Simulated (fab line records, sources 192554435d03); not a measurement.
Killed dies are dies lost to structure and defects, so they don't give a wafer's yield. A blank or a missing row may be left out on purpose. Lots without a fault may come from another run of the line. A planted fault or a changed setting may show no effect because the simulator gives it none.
Problem report in the 8D (eight disciplines) form, filled by code | flow n5_finfet | the parts of the form that need people (team, actions taken, sign-off) are left out

1. THE PROBLEM
spin_speed_rpm at N5_BEOL_M12_COAT_22 reads a mean of 2535.8 rpm on 4 wafers of 2 lots; wafers without a fault read 2888.0 rpm with a standard deviation of 1.9. That is -99 or more standard deviations from the usual mean.
The step: resist thk 300 nm.
First seen on wafer L310.2, day 14 16:25, on litho_track-05. The record holds 16 wafers of 6 lots with a number at this step. Rule for "out", or "out of limits": more than 4 standard deviations from the usual mean. The other wafers with a number count as sound.

2. WHAT IT IS AND WHAT IT IS NOT
question                    | is                     | is not
which readings at this step | spin_speed_rpm         | chill_plate_temp_C
which lots                  | L310, L312             | L295, L303, L314, L317
which wafers of those lots  | all that have a number | -
read on which tools         | litho_track-05         | litho_track-02, litho_track-03
when                        | from day 14 16:25      | up to then (6 sound wafers); but 6 sound wafers of L314, L317 came after

3. SUSPECTS, AND WHAT RULES EACH OUT
Counting: a tool at a process step up to the reading stays a suspect if it ran every lot that is out and no sound lot after the first of them.
- plasma_asher-01 at N5_BEOL_M12_STRIP_63 (strips in N2/H2): ruled out as a lasting fault. Sound lots L317 ran on it after its first lot that is out, L310 (day 14 16:10).
- plasma_asher-01 at N5_BEOL_M12_STRIP_64 (strips in N2/H2): ruled out as a lasting fault. Sound lots L317 ran on it after its first lot that is out, L310 (day 14 16:13).
- litho_track-05 at N5_BEOL_M12_COAT_22 (resist thk 300 nm): kept. It ran every lot that is out, first L310 (day 14 16:25), and no sound lot after that; its last sound lot up to then is L303 (day 12 01:10). Its own readings are out on those wafers: spin_speed_rpm.
Left after counting: litho_track-05 at N5_BEOL_M12_COAT_22.

4. THE CAUSE (what the simulator had put in)
Process parameter drift: litho_track-05, from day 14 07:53 on, at N5_BEOL_M12_COAT_22. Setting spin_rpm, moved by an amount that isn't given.
Counting left only this tool.

5. THE CHAIN OF EFFECTS, in route order
Each row: a reading whose mean over the struck wafers that have a number lies more than 3 standard deviations from the usual. Only readings for which the record gives a usual standard deviation are gone through. hours: the time from each lot's start at the first step in this table that gives one to its start at this step, as a median over the lots. sigmas: the change in usual standard deviations.
hours | step                | reading        | usual      | on struck wafers | change | sigmas
0     | N5_BEOL_M12_COAT_22 | spin_speed_rpm | 2888.0 rpm | 2535.8           | -352.2 | -99 or more
The process steps in it:
- N5_BEOL_M12_COAT_22: resist thk 300 nm.
Later measuring or inspecting steps at which every struck wafer that the step has a row for has a number for every such reading, and none has moved that far: N5_BEOL_M12_CD_MEAS_28, N5_BEOL_M12_OVL_MEAS_29, N5_BEOL_M12_INSPECT_30.

6. WHAT WOULD HAVE CAUGHT IT SOONER
In this record the first reading out of limits was taken at day 14 16:25, 9 hours after the fault began at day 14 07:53.
